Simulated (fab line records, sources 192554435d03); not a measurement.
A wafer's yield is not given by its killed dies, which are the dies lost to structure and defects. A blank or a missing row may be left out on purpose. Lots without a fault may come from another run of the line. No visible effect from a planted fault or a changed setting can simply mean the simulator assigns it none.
Chamber matching    flow n5 finfet    thermal cvd si-01 running N5_HKMG_FIN_CVD_62: 3 sister chambers
The step deposits a-Si from Si2H6, target thk 3 nm, time 20.8 s. 6 wafers are shown with their chamber, then 12 later ones without.

== WAFERS WITH THEIR CHAMBER ==
wafer   chamber  heater power w (W)
L088.4  0        1484
L090.4  2        1558
L090.6  1        1264
L092.1  2        1572
L092.2  0        1491
L092.3  1        1247

== WAFERS MISSING THEIR CHAMBER ==
wafer   heater power w (W)
L092.4  1262
L092.5  1421
L092.6  1556
L094.1  1556
L094.2  1465
L094.6  1556
L096.1  1587
L096.2  1246
L096.3  1272
L096.4  1608
L096.5  1246
L096.6  1531

== WHICH CHAMBER EACH ONE RAN IN ==
wafer   from the rows above      in truth
L092.4  1                        1
L092.5  0                        0
L092.6  2                        2
L094.1  2                        2
L094.2  0                        0
L094.6  2                        2
L096.1  2                        2
L096.2  1                        1
L096.3  1                        1
L096.4  2                        2
L096.5  1                        1
L096.6  can't be placed: 2 or 0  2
Correctly placed: 11 of 12. Unplaceable from these rows: 1, with the true chamber sitting among the candidates in 1. Wrongly placed: 0.
How it was worked out, from the rows above alone: a wafer's distance from a chamber is the root of the sum, over the readings, of the square of ((its reading less the chamber's mean) divided by the reading's scatter). The wafer belongs to the nearest chamber; if the next one is less than 2 further off, it can't be placed. A chamber's mean is the mean of its shown wafers. The scatter: the root of (the sum of the squares of (reading less its chamber's mean) over the shown wafers, divided by (wafers less chambers)).
